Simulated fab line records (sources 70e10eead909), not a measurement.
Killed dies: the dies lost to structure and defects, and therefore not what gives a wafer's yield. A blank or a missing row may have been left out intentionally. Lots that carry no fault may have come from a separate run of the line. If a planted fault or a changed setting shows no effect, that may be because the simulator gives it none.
A lot that was struck, set against a sound lot	flow nand harc	36 out of 1159 route steps
Sound: wafers L676.3, L676.4, L676.6. Struck: wafers L681.1, L681.3 (left out: L681.6, a lot-mate that was not struck); the cause follows at the end.
Order at every step that has rows: each side's tool, ch and its chambers, its first start. Under that, the readings that differ: sound wafers	struck wafers	difference of the means	sigmas: that difference in standard deviations of wafers without a fault.
alike: readings with means less than 2 such deviations apart, plus words and numbers identical on both sides. not compared: withheld readings, readings lacking a value on some wafer, bounds such as >300 that could conceal the same value, and numbers that have no deviation in the record and whose values overlap.
A row with sigmas, a row that says differs or no value, or rows on one side alone: a step with any of these is where the two part. When numbers do not overlap yet have no deviation, they are printed without sigmas and do not part them. Lack of a reading on every wafer of one side parts them only where that side has two or more wafers.

first, 2 steps without rows for these wafers: NHARC_A_SLIT_PRECLEAN_19 (cleans in SC1); NHARC_A_SLIT_SRD_20.
NHARC_A_SLIT_CD_MEAS_21:
  struck on cd sem-03, day 18 05:52; sound on cd sem-03, day 16 17:26
  alike: cd nm
then, 3 steps without rows for these wafers: NHARC_A_SIN_REMOVE_WET_00 (chemistry H3PO4, time 15300 s); NHARC_A_SIN_REMOVE_PRECLEAN_01 (cleans in SC1); NHARC_A_SIN_REMOVE_SRD_02.
NHARC_A_SIN_REMOVE_INSPECT_04:
  struck on defect inspect-01, day 18 13:33; sound on defect inspect-01, day 17 00:40
  alike: raw defect count
then, 1 step without rows for these wafers: NHARC_A_WL_FILL_ALD_00 (deposits Al2O3, target thk 3 nm, pulse time 3 s, ald cycles 30).
NHARC_A_WL_FILL_RTA_01: time 5 s.
  sound on rtp anneal-02 ch 0, day 17 01:40; struck on rtp anneal-01 ch 0, day 18 14:05
reading	sound	struck	difference	sigmas
lamp power pct (%)	28.8 28.8 28.8	26.6 26.6	-2.2	-2
  alike: wafer_temp_C_max
then, 1 step without rows for these wafers: NHARC_A_WL_FILL_ALD_02 (deposits TiN, target thk 2 nm, pulse time 3 s, ald cycles 100).
NHARC_A_WL_FILL_CVD_03: deposits W, target thk 40 nm, time 3302 s.
  sound on cvd w-02 ch 0,1, day 17 10:25; struck on cvd w-01 ch 0, day 18 18:21
  alike: heater power outer w, heater power w, throttle valve pct
then, 7 steps without rows for these wafers: NHARC_A_WL_FILL_ETCHBACK_04 (etches the open film in NF3, target depth 60 nm, time 120 s); NHARC_A_WL_FILL_ETCHBACK_05 (etches the open film in Cl2/BCl3, target depth 22 nm, time 60 s); NHARC_A_WL_FILL_STRIP_27 (strips in N2/H2, time 20 s); NHARC_A_WL_FILL_STRIP_28 (strips in post etch residue remover, time 1200 s); NHARC_A_WL_FILL_PRECLEAN_06 (cleans in DIW, time 300 s); NHARC_A_WL_FILL_SRD_07; NHARC_A_WL_FILL_ANNEAL_08 (time 1800 s).
NHARC_A_WL_FILL_ALD_10: deposits SiO2, target thk 50 nm, pulse time 10 s, ald cycles 500.
  sound on ald hk-04 ch 2,3, day 17 18:38; struck on ald hk-04 ch 2,3, day 19 03:04
reading	sound	struck	difference	sigmas
precursor pulse height rel	0.982 1.000 0.968	1.011 1.053	+0.049	+3
  alike: heater power outer w, heater power w
NHARC_A_WL_FILL_ETCHBACK_16: etches the open film in C4F8/O2/Ar, target depth 88 nm, time 17.6 s.
  sound: rie diel-01 ch 0,3; struck: rie diel-01 ch 1,2
  alike: oes product au, rf vpp V
  not compared: rf hours counter h
NHARC_A_WL_FILL_STRIP_29: strips in O2, time 20 s.
  sound on rie diel-01 ch 0,1, day 17 23:25; struck on rie diel-01 ch 0,3, day 19 07:49
  alike: drypump motor current A, oes product au, rf vpp V, showerhead plenum p Torr, throttle valve pct
  not compared: rf hours counter h
then, 4 steps without rows for these wafers: NHARC_A_WL_FILL_ETCHBACK_17 (etches the open film in Cl2/BCl3, target depth 4 nm, time 26.7 s); NHARC_A_WL_FILL_PRECLEAN_18 (cleans in dHF, time 30 s); NHARC_A_WL_FILL_SRD_21; NHARC_A_WL_FILL_CVD_23 (deposits poly-Si, target thk 40 nm, time 800 s).
NHARC_A_WL_FILL_ETCHBACK_26: etches the open film in HBr, target depth 52 nm, time 13.3 s.
  sound on rie si-04 ch 0,1,2, day 18 04:52; struck on rie si-03 ch 0,1, day 19 13:19
  alike: drypump motor current A, oes product au, throttle valve pct
  not compared: rf hours counter h
then, 6 steps without rows for these wafers: NHARC_A_WL_FILL_PRECLEAN_30 (cleans in dHF, time 10 s); NHARC_A_WL_FILL_SRD_14; NHARC_A_WL_FILL_ALD_19 (deposits TiN, target thk 2 nm, pulse time 3 s, ald cycles 100); NHARC_A_WL_FILL_CVD_20 (deposits W, target thk 75 nm, time 5064 s); NHARC_A_WL_FILL_CMP_12 (polishes, t overpolish 30 s, target thk 75 nm); NHARC_A_WL_FILL_SRD_31.
NHARC_A_WL_FILL_INSPECT_15:
  struck on defect inspect-01, day 19 20:55; sound on defect inspect-01, day 18 14:25
  alike: raw defect count
then, 2 steps without rows for these wafers: NHARC_A_CONTACT_DEP_24 (deposits SiO2, target thk 500 nm); NHARC_A_CONTACT_DEP_28 (deposits aC, target thk 3600 nm).
-- break in the record here, with 3 days between the starts of the struck wafers on either side (left off in module A_CONTACT, picked up again in module END, where the first step shown is number 1159 on the route) --
NHARC_END_SORT_01:
  the record has rows for the struck wafers here (prober-01 ch 0, day 23 01:04) and none for the sound ones

WHERE THEY PART
At NHARC_A_WL_FILL_RTA_01 first; at NHARC_END_SORT_01 last (within this record only).

WHY: what had been put in by the simulator
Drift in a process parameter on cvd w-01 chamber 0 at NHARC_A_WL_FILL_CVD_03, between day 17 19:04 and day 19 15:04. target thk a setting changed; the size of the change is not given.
